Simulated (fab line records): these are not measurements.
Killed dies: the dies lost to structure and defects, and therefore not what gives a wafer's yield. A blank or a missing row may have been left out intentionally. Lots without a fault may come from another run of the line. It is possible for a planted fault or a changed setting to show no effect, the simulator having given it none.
fab line records	flow nand-harc
[record] lots = 5	wafers = 15	last-day = 31
route steps=1302 shown THIN_TSV@1251 END@1302
lots untouched by any fault: they come from a run of this same line in which no faults occurred
start-h: hours from the record's first day to the start of the lot's first wafer shown	wait-h: hours elapsed since this lot's preceding step	" identical to the entry in the row above	L1.1+2: a single row standing in for several wafers	- either no value or no given start	* or withheld: withheld	< > ~ a bound
route shown NAME@n: NAME is a module with steps in the file, n the number in the route of the first one	usual: average and standard deviation across the fault-free wafers	same: alike in all rows	chamber/n: place in a boat	sites: readings site by site	_std_site: the standard deviation of these	_edge_site: mean of outer sites minus mean of inner sites	radius-mm: how far each site lies from the wafer's centre	mask NAME#n: copy n	behind: tool/chamber where the wafer was last shaped	hold: the reason the lot was held/the length of the hold in hours/how it ended	device: the n, p or np transistor that did not switch	end of line: tests run on the same wafers once the route is complete	a step given without rows: its recipe and nothing more	killed: dies lost to structure and defects at the first sort, not the wafer's yield	map: the dies of a wafer, with x for killed, . for not killed, _ for no die there
set.NAME: setting as actually run; set.NAME@STEP: the setting as run at that earlier step	model.NAME: the simulator's own value behind a step, which no gauge read
lots at some steps of the route; a table a step, a row a wafer
services: the hour from which a tool's chamber was out of use, counted from the record's first day as start-h (under 0 if before that day), plus the number of hours and why
[[steps]]
[step NHARC_THIN_TSV_DEHYDRATE_04]
[recipe] temp-c = 150	time-s = 120
[step NHARC_THIN_TSV_HMDS_05]
[recipe] time-s = 30
[step NHARC_THIN_TSV_COAT_06]
[recipe] spin-rpm = *
[step NHARC_THIN_TSV_SOFTBAKE_07]
[recipe] temp-c = 122	time-s = 95
[step NHARC_THIN_TSV_EBR_08]
[step NHARC_THIN_TSV_EXPOSE_09]
[recipe] na = 0.55	dose-mj = 30.7	mask-id = TSV
[step NHARC_THIN_TSV_PEB_10]
[recipe] peb-temp-c = 118	peb-time-s = 85
[step NHARC_THIN_TSV_DEVELOP_11]
[recipe] time-s = 70
[step NHARC_THIN_TSV_CD_MEAS_12]
[recipe] target-cd-nm = 1000	landing-energy-ev = 500
[usual] cd-nm = 1000.2/2.1
lot.wafer	tool	chamber	start-h	wait-h	cd-nm
L813.1	cd-sem-03	0	581.12	-	1000.2
L813.3	"	0	"	"	999.5
L813.4	"	0	"	"	999.6
L821.3	cd-sem-03	0	674.62	-	1002.0
L821.4	"	0	"	"	1002.2
L821.6	"	0	"	"	1003.1
L822.1	cd-sem-02	0	681.98	-	998.7
L822.2	"	0	"	"	999.2
L822.4	"	0	"	"	997.5
L823.2	cd-sem-01	0	693.73	-	999.3
L823.3	"	0	"	"	998.5
L823.4	"	0	"	"	997.2
L827.2	cd-sem-02	0	733.22	-	1001.2
L827.5	"	0	"	"	999.4
L827.6	"	0	"	"	999.4
[step NHARC_THIN_TSV_HARDBAKE_13]
[recipe] temp-c = 125	time-s = 80
[step NHARC_THIN_TSV_DESCUM_14]
[recipe] time-s = 3	o2-flow-sccm = 200	ar-flow-sccm = 0	bias-power-w = 0	chemistry = O2
[step NHARC_THIN_TSV_ETCH_44]
[recipe] target-depth-a = 15942	time-s = 797.1	cf4-flow-sccm = 150	o2-flow-sccm = 10	ar-flow-sccm = 0	rf-w = 300	bias-w = 800	chemistry = CF4/O2
[step NHARC_THIN_TSV_ETCH_15]
[recipe] target-depth-a = 30000	bosch-target-overetch-cycles = 2	bosch-etch-step-s = 2.8	bosch-dep-step-s = 1.2	bosch-cycles = 14
[usual] drypump-motor-current-A = 5.8/0.38
lot.wafer	tool	chamber	start-h	wait-h	drypump-motor-current-A	rf-hours-counter-h
L813.1	rie-si-04	1	581.94	-	5.6	0.31
L813.3	"	3	"	"	6.2	0.30
L813.4	"	0	"	"	5.4	0.23
L821.3	rie-si-05	2	675.43	-	6.0	0.05
L821.4	"	3	"	"	5.7	0.02
L821.6	"	3	"	"	5.7	-
L822.1	rie-si-05	2	682.79	-	5.9	0.12
L822.2	"	0	"	"	5.5	0.06
L822.4	"	1	"	"	5.4	0.10
L823.4	rie-si-05	2	694.54	-	6.0	0.17
L823.3	"	3	"	"	5.7	0.13
L823.2	"	0	"	"	5.5	0.08
L827.2	rie-si-03	3	734.19	-	6.4	0.80
L827.6	"	1	"	"	6.5	-
L827.5	"	2	"	"	5.8	-
[step NHARC_THIN_TSV_CD_MEAS_16]
[usual] cd-nm = 1000.2/2.2
lot.wafer	tool	chamber	start-h	wait-h	cd-nm
L813.1	cd-sem-01	-	582.09	0.1	1000.5
L813.3	"	-	"	"	999.6
L813.4	"	-	"	"	999.5
L821.3	cd-sem-01	-	675.58	0.1	1001.5
L821.4	"	-	"	"	1001.3
L821.6	"	-	"	"	1003.3
L822.1	cd-sem-01	-	682.93	0.1	998.3
L822.2	"	-	"	"	999.9
L822.4	"	-	"	"	998.9
L823.2	cd-sem-03	-	694.69	0.1	999.0
L823.3	"	-	"	"	1000.2
L823.4	"	-	"	"	997.7
L827.2	cd-sem-02	-	734.31	0.1	1001.4
L827.5	"	-	"	"	1000.9
L827.6	"	-	"	"	999.6
[step NHARC_THIN_TSV_STRIP_45]
[recipe] power-w = 1500	temp-c = 250	chemistry = O2
[step NHARC_THIN_TSV_STRIP_46]
[recipe] time-s = 1200	temp-c = 72.5	chemistry = post-etch-residue-remover
[step NHARC_THIN_TSV_DEP_47]
[recipe] target-thk-a = 2000	temp-c = withheld	pressure-torr = 6.5	rf-w = 900	teos-flow-sccm = 161.4	flow-sccm = 2650	target-thk-nm = 200	gas = O2	material = SiO2
[step NHARC_THIN_TSV_ETCHBACK_48]
[recipe] target-depth-a = 10285	over-etch-frac = 0.3	time-s = 405.17	ion-energy-ev = 250	c4f8-flow-sccm = withheld	ar-flow-sccm = withheld	rf-w = 600	bias-w = 300	chemistry = C4F8/Ar
[usual] oes-product-au = 0.941/0.03	rf-vpp-V = 547.5/2.8
lot.wafer	tool	chamber	start-h	wait-h	oes-product-au	rf-hours-counter-h	rf-vpp-V
L813.1	rie-diel-13	3	583.42	-	0.937	2.5	549.3
L813.3	"	1	"	"	0.926	2.5	550.1
L813.4	"	1	"	"	0.922	-	550.2
L821.3	rie-diel-13	0	676.84	-	0.939	6.0	546.6
L821.4	"	1	"	"	0.925	-	549.8
L821.6	"	2	"	"	0.921	-	546.5
L822.1	rie-diel-09	2	684.24	-	1.015	0.1	543.4
L822.4	"	3	"	"	0.996	0.1	551.4
L822.2	"	0	"	"	1.015	0.1	550.2
L823.4	rie-diel-01	3	695.96	-	0.941	6.2	549.2
L823.3	"	0	"	"	0.931	5.6	542.2
L823.2	"	1	"	"	0.906	6.2	552.8
L827.2	rie-diel-09	3	735.63	-	0.926	4.1	552.3
L827.5	"	2	"	"	0.940	-	545.1
L827.6	"	0	"	"	0.935	-	549.4
[step NHARC_THIN_TSV_STRIP_62]
[recipe] power-w = 1500	temp-c = 250	time-s = 20	chemistry = N2/H2
[usual] drypump-motor-current-A = 5.7/0.41	heater-power-w = 365/27
lot.wafer	tool	chamber	start-h	wait-h	drypump-motor-current-A	heater-power-w	rf-hours-counter-h
L813.1	plasma-asher-01	1	583.80	-	5.1	396	10
L813.4	"	1	"	"	5.1	386	-
L813.3	"	0	"	"	6.0	327	-
L821.3	plasma-asher-02	0	677.32	-	6.0	362	-
L821.4	"	1	"	"	5.9	383	-
L821.6	"	0	"	"	6.0	368	-
L822.1	plasma-asher-01	1	684.56	-	5.1	394	33
L822.2	"	0	"	"	6.0	345	33
L822.4	"	1	"	"	5.1	405	-
L823.2	plasma-asher-02	1	696.32	-	5.9	396	16
L823.3	"	1	"	"	5.9	386	-
L823.4	"	0	"	"	6.0	372	-
L827.2	plasma-asher-01	0	736.04	-	6.0	322	7
L827.6	"	1	"	"	5.1	386	-
L827.5	"	0	"	"	6.0	321	-
[step NHARC_THIN_TSV_DEGAS_49]
[recipe] temp-c = 300	time-s = 120
[step NHARC_THIN_TSV_PRE_CLEAN_50]
[recipe] time-s = 30	temp-c = 280	gas = H2/He
[step NHARC_THIN_TSV_PVD_19]
[recipe] target-thk-a = 200	chamber-pressure-pa = 5	material = TaN
[step NHARC_THIN_TSV_PVD_51]
[recipe] target-thk-a = 1000	chamber-pressure-pa = 5	material = Cu
[usual] throttle-valve-pct = 30.4/1.2
lot.wafer	tool	chamber	start-h	wait-h	throttle-valve-pct
L813.3	pvd-sputter-03	-	-	-	28.6
L813.4	"	-	"	"	31.3
L813.1	"	-	"	"	29.6
L821.4	pvd-sputter-01	-	-	-	30.1
L821.3	"	-	"	"	31.9
L821.6	"	-	"	"	30.1
L822.1	pvd-sputter-01	-	-	-	30.1
L822.2	"	-	"	"	30.7
L822.4	"	-	"	"	31.8
L823.2	pvd-sputter-02	-	-	-	32.5
L823.4	"	-	"	"	32.0
L823.3	"	-	"	"	31.8
L827.2	pvd-sputter-01	-	-	-	30.8
L827.6	"	-	"	"	30.9
L827.5	"	-	"	"	31.7
[step NHARC_THIN_TSV_ECD_20]
[recipe] target-thk-a = 20000	material = Cu
[step NHARC_THIN_TSV_ANNEAL_52]
[recipe] temp-c = 225	time-s = 90
[usual] wafer_temp_C_max = 226.4/0.44
lot.wafer	tool	chamber	start-h	wait-h	wafer_temp_C_max
L813.1	rtp-anneal-01	0	585.16	0.5	226.4
L813.3	"	0	"	"	226.0
L813.4	"	0	"	"	226.2
L821.3	rtp-anneal-02	0	678.74	0.4	227.0
L821.4	"	0	"	"	227.2
L821.6	"	0	"	"	227.0
L822.1	rtp-anneal-01	0	685.93	0.5	226.0
L822.2	"	0	"	"	225.8
L822.4	"	0	"	"	225.8
L823.2	rtp-anneal-01	0	697.83	0.7	225.7
L823.3	"	0	"	"	225.8
L823.4	"	0	"	"	226.3
L827.2	rtp-anneal-01	0	737.43	0.7	225.6
L827.5	"	0	"	"	225.8
L827.6	"	0	"	"	226.0
[step NHARC_THIN_TSV_CMP_21]
[recipe] t-overpolish-s = 30	target-thk-nm = 2000
[step NHARC_THIN_TSV_SRD_23]
[step NHARC_THIN_TSV_DEGAS_53]
[recipe] temp-c = 300	time-s = 60
[usual] heater-power-w = 464/58
lot.wafer	tool	chamber	start-h	wait-h	heater-power-w
L813.3	pvd-sputter-03	-	585.96	0.1	516
L813.4	"	-	"	"	416
L813.1	"	-	"	"	441
L821.4	pvd-sputter-03	-	679.45	0.1	448
L821.3	"	-	"	"	424
L821.6	"	-	"	"	536
L822.2	pvd-sputter-01	-	686.73	0.1	523
L822.4	"	-	"	"	444
L822.1	"	-	"	"	496
L823.3	pvd-sputter-01	-	698.58	0.1	472
L823.4	"	-	"	"	540
L823.2	"	-	"	"	453
L827.2	pvd-sputter-03	-	738.17	0.1	516
L827.6	"	-	"	"	512
L827.5	"	-	"	"	409
[step NHARC_THIN_TSV_PRE_CLEAN_54]
[recipe] time-s = 30	temp-c = 280	gas = H2/He
[step NHARC_THIN_TSV_PVD_55]
[recipe] target-thk-a = 500	material = TiN
[step NHARC_THIN_TSV_PVD_24]
[recipe] target-thk-a = 8000	power-w = withheld	chamber-pressure-pa = withheld	substrate-temp-c = withheld	time-s = withheld	gas = Ar	material = Al
[step NHARC_THIN_TSV_DEHYDRATE_25]
[recipe] temp-c = 150	time-s = 120
[step NHARC_THIN_TSV_HMDS_26]
[recipe] time-s = 30
[step NHARC_THIN_TSV_COAT_27]
[recipe] spin-rpm = *
[step NHARC_THIN_TSV_SOFTBAKE_28]
[recipe] temp-c = 122	time-s = 95
[step NHARC_THIN_TSV_EBR_29]
[step NHARC_THIN_TSV_EXPOSE_30]
[recipe] na = 0.55	dose-mj = 11.47	mask-id = PAD
[step NHARC_THIN_TSV_PEB_31]
[recipe] peb-temp-c = 118	peb-time-s = 85
[step NHARC_THIN_TSV_DEVELOP_32]
[recipe] time-s = 70
[step NHARC_THIN_TSV_CD_MEAS_33]
[recipe] target-cd-nm = 5000	landing-energy-ev = 500
[usual] cd-nm = 5000.0/1.7
lot.wafer	tool	chamber	start-h	wait-h	cd-nm
L813.1	cd-sem-01	0	587.11	-	4999.9
L813.3	"	0	"	"	4997.8
L813.4	"	0	"	"	4997.4
L821.3	cd-sem-03	0	680.50	-	4997.7
L821.4	"	0	"	"	5000.5
L821.6	"	0	"	"	5001.7
L822.1	cd-sem-03	0	687.74	-	4999.2
L822.2	"	0	"	"	4998.2
L822.4	"	0	"	"	4996.6
L823.2	cd-sem-03	0	699.73	-	5004.3
L823.3	"	0	"	"	5000.8
L823.4	"	0	"	"	5001.7
L827.2	cd-sem-03	0	739.34	-	5002.0
L827.5	"	0	"	"	5000.2
L827.6	"	0	"	"	4998.7
[step NHARC_THIN_TSV_HARDBAKE_34]
[recipe] temp-c = 125	time-s = 80
[step NHARC_END_SORT_01]
[recipe] temp-c = 25
[usual] defect-limited-yield = 90/3.1	killed-at-array = 61/20	killed-at-other = 0.9/1.1	killed-at-periphery = 3.7/2.5	killed-dies = 65/21	killed-open = 3.3/1.8	killed-short = 2.3/1.5
[same] gross-dies = 677
lot.wafer	tool	chamber	start-h	wait-h	defect-limited-yield[%]	killed-at-array	killed-at-other	killed-at-periphery	killed-dies	killed-open	killed-short
L813.3	prober-01	0	600.83	3.1	91	52	2	5	59	1	5
L813.4	prober-01	0	601.63	3.4	94	35	0	6	41	4	1
L822.1	prober-02	0	697.00	2.5	86	88	2	3	93	2	2
L822.2	prober-02	0	697.80	2.8	82	113	5	3	121	7	9
L822.4	prober-02	0	699.40	3.4	83	111	2	2	115	3	3
L823.2	prober-01	0	709.66	2.8	95	33	1	2	36	3	1
L823.3	prober-01	0	710.46	3.1	93	42	1	3	46	4	1
L823.4	prober-01	0	711.26	3.4	84	31	78	2	111	4	2
// killed by level:class
L813.3 A_SLIT:chamber-film-flake=27 A_CHANNEL_HOLE_D2:chamber-film-flake=11 A_CONTACT:chamber-film-flake=4 A_CHANNEL_HOLE_D1:chamber-film-flake=3 A_STAIRCASE:chamber-film-flake=3 P_GATE:geometric-particle:short=1 A_ONON_D2:geometric-particle:open=1 A_ONON_D2:geometric-particle:short=1
L813.4 A_SLIT:chamber-film-flake=17 A_CHANNEL_HOLE_D2:chamber-film-flake=4 A_CONTACT:chamber-film-flake=3 A_CHANNEL_FILL_D1:chamber-film-flake=2 P_STI:chamber-film-flake=2 P_GATE:chamber-film-flake=2 A_CHANNEL_HOLE_D1:chamber-film-flake=2 A_DECK1_JOINT:chamber-film-flake=2
L822.1 A_CHANNEL_HOLE_D1:chamber-film-flake=37 A_SLIT:chamber-film-flake=22 A_CHANNEL_HOLE_D2:chamber-film-flake=15 A_CONTACT:chamber-film-flake=9 A_ONON_D1:geometric-particle:short=2 P_CONTACT:chamber-film-flake=2 THIN_TSV:chamber-film-flake=2 A_SGD_CUT:geometric-particle:open=1
L822.2 A_SLIT:chamber-film-flake=39 A_CHANNEL_HOLE_D1:chamber-film-flake=34 A_CHANNEL_HOLE_D2:chamber-film-flake=16 A_WL_FILL:chamber-film-flake=4 THIN_TSV:chamber-film-flake=4 A_DECK1_JOINT:chamber-film-flake=3 A_CONTACT:chamber-film-flake=3 A_CHANNEL_FILL_D1:geometric-particle:open=2
L822.4 A_SLIT:chamber-film-flake=40 A_CHANNEL_HOLE_D1:chamber-film-flake=39 A_CHANNEL_HOLE_D2:chamber-film-flake=21 A_CONTACT:chamber-film-flake=3 P_ZERO_WELL:chamber-film-flake=2 THIN_TSV:chamber-film-flake=2 A_CHANNEL_FILL_D1:geometric-particle:open=1 A_CHANNEL_FILL_D2:geometric-particle:short=1
L823.2 A_CHANNEL_HOLE_D2:chamber-film-flake=14 A_ZERO_WELL:chamber-film-flake=4 A_SLIT:chamber-film-flake=4 A_DECK1_JOINT:chamber-film-flake=3 A_CHANNEL_HOLE_D1:chamber-film-flake=3 A_CONTACT:chamber-film-flake=2 P_GATE:geometric-particle:open=1 P_CONTACT:geometric-particle:open=1
L823.3 A_CHANNEL_HOLE_D2:chamber-film-flake=17 A_CHANNEL_HOLE_D1:chamber-film-flake=10 A_CONTACT:chamber-film-flake=4 A_SLIT:chamber-film-flake=3 A_BONDPAD:chamber-film-flake=2 P_GATE:geometric-particle:open=1 P_M0:geometric-particle:open=1 A_CHANNEL_HOLE_D1:geometric-particle:open=1
L823.4 THIN_TSV:unspecified=78 A_CHANNEL_HOLE_D2:chamber-film-flake=12 A_SLIT:chamber-film-flake=5 A_CONTACT:chamber-film-flake=4 A_CHANNEL_HOLE_D1:chamber-film-flake=3 A_M0:geometric-particle:open=2 A_DECK1_JOINT:chamber-film-flake=2 P_GATE:geometric-particle:open=1
// map L823.4 (x killed, . not)
____________.____________
_________......._________
_______..........._______
______.............______
_____..........x...._____
____.................____
____.................____
___...................___
___...................___
__.....................__
__....................x__
_......................._
_......................._
_......................._
_......................x_
_......................x_
.........................
.........................
......x........x....xxxx.
.....x..xx............xxx
....xxx.xx..........x.x.x
_....xxxx.x.....x....x.._
_...xxxxx..........x...._
_.x.xxxxxxx.......x....._
_..xxxxxxxxx....x......._
_.xxxxxxxxx.....x......._
__..xxxxxxxx...........__
__.xxxxxxxx............__
___.xxxxxxx...........___
___x.xxxxxx...........___
____xxxxxx...........____
____.xxxx.x...x......____
_____.......x......._____
______.............______
_______....x......_______
_________..x...._________
____________.____________
// map L821.4 (x killed, . not)
____________x____________
_________x......_________
_______..........._______
______.............______
_____..............._____
____.................____
____x................____
___...x...............___
___.x.................___
__.....................__
__.x...x...............__
_......................._
_......x................_
_..........x............_
_.....................x._
_......................x_
.............xx....xx....
....................x..x.
.................x...x...
..x......xx......x.x....x
....x..x.......x..x..xxx.
_..........x..........xx_
_...x.......x..x.......x_
_......x................_
_...........x......x...._
_......x.xx............._
__..x........xx........__
__.....................__
___...................___
___...................___
____.................____
____.....x...........____
_____....x.......x.._____
______.............______
_______..........._______
_________......._________
____________.____________
[[services]]
tool	chamber	start-h	hours	kind
rie-si-03	-	575.00	9.0	pm
rie-diel-13	0	580.81	4.5	repair
plasma-asher-02	-	581.94	3.1	repair
pvd-sputter-01	-	582.07	10.0	pm
rie-diel-09	-	593.60	0.1	repair
plasma-asher-02	-	603.05	9.0	pm
rie-diel-09	0	603.83	14.1	repair
pvd-sputter-03	-	603.94	1.4	repair
rie-diel-13	-	605.22	0.2	repair
rie-diel-13	1	619.92	8.9	repair
rie-diel-09	-	633.59	0.4	repair
pvd-sputter-02	-	638.04	10.0	pm
rie-si-04	-	647.44	0.3	repair
rie-si-05	-	659.00	9.0	pm
rie-si-05	0	659.00	9.0	vent-cycle
rie-diel-13	1	662.65	11.8	repair
rie-diel-13	3	672.05	7.4	repair
rie-diel-09	-	674.11	9.0	pm
rie-diel-13	-	696.00	9.0	pm
rie-si-04	-	696.00	9.0	pm
plasma-asher-01	-	696.23	9.0	pm
pvd-sputter-03	-	704.44	10.0	pm
rie-diel-09	1	729.68	8.3	repair
rie-diel-01	-	734.80	9.0	pm
[[key]]
[first-sign] step = NHARC_END_SORT_01	reading = killed-at-other	direction = up	sigmas = 68	usual = 0.9	struck = 78
[more-kills-born-at] NHARC_THIN_TSV_ETCH_15@rie-si-05 = 78
met-at NHARC_THIN_TSV_ETCH_15
struck-wafers L823.4
onset-between 682.79 694.54
[fault] kind = chamber-particle-source	tool = rie-si-05	chamber = 2	onset-h = 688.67	steps = NHARC_THIN_TSV_ETCH_15	rate-per-visit-cm2 = 0.63806	end-h = 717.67
